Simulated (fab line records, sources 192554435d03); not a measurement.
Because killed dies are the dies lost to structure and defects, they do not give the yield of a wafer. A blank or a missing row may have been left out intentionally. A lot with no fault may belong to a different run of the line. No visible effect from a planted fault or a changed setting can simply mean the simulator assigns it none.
A struck lot beside a sound one / flow n5_finfet / 31 out of 1938 route steps
Sound: these wafers, L201.3, L201.5, L201.6. Struck: wafers L191.3, L191.4, L191.6. The cause is named last.
For every step that has rows: the tool of each side, followed by ch and its chambers, followed by its first start. Under that, the readings that differ: sound wafers / struck wafers / difference of the means / sigmas: that difference in standard deviations of wafers without a fault.
alike: same words and numbers on both sides, and readings whose means sit less than 2 such deviations apart. not compared: any withheld reading, any reading some wafer has no value for, any bound like >300 that may hide the same value, and any number with overlapping values for which the record gives no deviation.
The two part at a step that has a row with sigmas, a row that says differs or no value, or rows on one side only. When numbers do not overlap yet have no deviation, they are printed without sigmas and do not part them. A reading missing from all wafers of one side parts the sides only when that side holds two or more wafers.

first, 9 steps without rows for these wafers: N5_MOL_CONTACT_COAG_PRECLEAN_125 (cleans in DIW, time 57.5 s); N5_MOL_CONTACT_COAG_SRD_126 (dry time 32 s); N5_MOL_CONTACT_COAG_CMP_23 (polishes, stops on SiO2, t overpolish 1.5 s, target thk 0 nm); N5_MOL_CONTACT_COAG_WET_ETCH_26 (target Co, target depth 13 nm); N5_MOL_CONTACT_COAG_WET_ETCH_116 (etches the open film in SC1-inhibited, target depth 4.6 nm, rinse time 30 s); N5_MOL_CONTACT_COAG_ALD_27 (deposits SiOC, target thk 17 nm, pulse time 1.5 s, time 2720 s); N5_MOL_CONTACT_COAG_CMP_28 (polishes, stops on SiNx, t overpolish 0.85 s, target thk 14.522 nm); N5_MOL_CONTACT_COAG_ALD_123 (deposits SiNx, target thk 5 nm, pulse time 1 s, purge time 2 s); N5_MOL_CONTACT_COAG_PECVD_31 (deposits SiO2 from TEOS/O2, target thk 46 nm, time 8.9 s).
N5_MOL_CONTACT_COAG_COAT_75: time 60 s, resist thk 60 nm.
  sound on litho_track-02 ch 0, day 8 22:56; struck on litho_track-05 ch 0, day 6 07:59
reading=spin_speed_rpm (rpm); sound=1501.1 1500.0 1499.7; struck=1437.9 1437.7 1438.2; difference=-62.3; sigmas=-70
reading=model.SOC_of_MOL_CONTACT_COAG_COAT_75.thk_nm (nm); sound=60 60.2 60; struck=61.4 61.4 61.4; difference=+1.3; sigmas=
then, 13 steps without rows for these wafers: N5_MOL_CONTACT_COAG_COAT_76 (time 60 s, resist thk 10 nm); N5_MOL_CONTACT_COAG_COAT_77 (time 60 s, resist thk 10 nm); N5_MOL_CONTACT_COAG_COAT_78 (resist thk 40 nm); N5_MOL_CONTACT_COAG_EBR_80; N5_MOL_CONTACT_COAG_SOFTBAKE_79 (time 60 s); N5_MOL_CONTACT_COAG_EXPOSE_81 (exposes mask VG, defocus 0 nm); N5_MOL_CONTACT_COAG_PEB_82 (peb time 60 s); N5_MOL_CONTACT_COAG_DEVELOP_83 (develop time 30 s); N5_MOL_CONTACT_COAG_DESCUM_88 (chemistry O2, time 7 s); N5_MOL_CONTACT_COAG_ETCH_89 (etches underlayer in N2/H2, target depth 13 nm, time 10.4 s); N5_MOL_CONTACT_COAG_ETCH_90 (etches SiARC in CF4, target depth 13 nm, time 21.7 s); N5_MOL_CONTACT_COAG_ALD_131 (deposits SiO2, target thk 5 nm, pulse time 1 s, co reactant pulse time 1 s); N5_MOL_CONTACT_COAG_ETCHBACK_132 (etches SiO2 in CHF3, target depth 10 nm, time 6.7 s).
N5_MOL_CONTACT_COAG_ETCH_91: etches SOC in N2/H2, target depth 60 nm, overetch 21 nm, time 101.2 s.
  sound on rie_diel-03 ch 0,3, day 8 23:57; struck on rie_diel-03 ch 2,3, day 6 08:44
reading=model.etch.depth_nm (nm); sound=60.01 60.2 60.06; struck=61.46 61.3 61.39; difference=+1.29; sigmas=
  alike: drypump_motor_current_A, oes_product_au, rf_vpp_V, showerhead_plenum_p_Torr, throttle_valve_pct
  not compared: rf_hours_counter_h
then, 4 steps without rows for these wafers: N5_MOL_CONTACT_COAG_STRIP_92 (strips in N2/H2); N5_MOL_CONTACT_COAG_STRIP_93 (strips in N2/H2); N5_MOL_CONTACT_COAG_ETCHBACK_135 (etches SiO2 in CHF3, target depth 25 nm, time 16.7 s); N5_MOL_CONTACT_COAG_STRIP_118 (strips in CHF3).
N5_MOL_CONTACT_COAG_VIA_ETCH_46: etches SiO2 in C4F6/O2, target depth 46 nm, overetch 9.2 nm, time 40 s.
  sound on rie_diel-03 ch 0,3, day 9 00:04; struck on rie_diel-03 ch 2,3, day 6 08:52
reading=model.SOC_of_MOL_CONTACT_COAG_COAT_75.thk_nm (nm); sound=50.6 50.8 50.6; struck=52.4 52 52.2; difference=+1.5; sigmas=
  alike: drypump_motor_current_A, mfc_ar_sccm, oes_f_703_au, oes_product_au, rf_vpp_V, showerhead_plenum_p_Torr, throttle_valve_pct
  not compared: rf_hours_counter_h
then, 1 step without rows for these wafers: N5_MOL_CONTACT_COAG_STRIP_96 (strips in N2/H2).
-- record jumps: 3 days separate the struck wafers' starts on either side; left off in module MOL_CONTACT_COAG, taken up again in module BEOL_M4, whose first shown step is the route's number 1111 --
N5_BEOL_M4_RC_MEAS_101:
  sound on prober-02 ch 0, day 12 05:00; struck on prober-02 ch 0, day 9 03:25
  alike: DIBL_N, DIBL_P, IOFF_N, IOFF_P, ION_N, ION_P, SS_N, SS_P, VT_N, VT_P

== WHERE THEY PART ==
N5_MOL_CONTACT_COAG_COAT_75 only, going by this record. Later steps at which nothing parts them and some readings are alike: N5_MOL_CONTACT_COAG_ETCH_91, N5_MOL_CONTACT_COAG_VIA_ETCH_46, N5_BEOL_M4_RC_MEAS_101.

WHY: the cause the simulator had injected
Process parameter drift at N5_MOL_CONTACT_COAG_COAT_75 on litho_track-05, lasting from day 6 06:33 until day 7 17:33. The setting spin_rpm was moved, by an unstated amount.
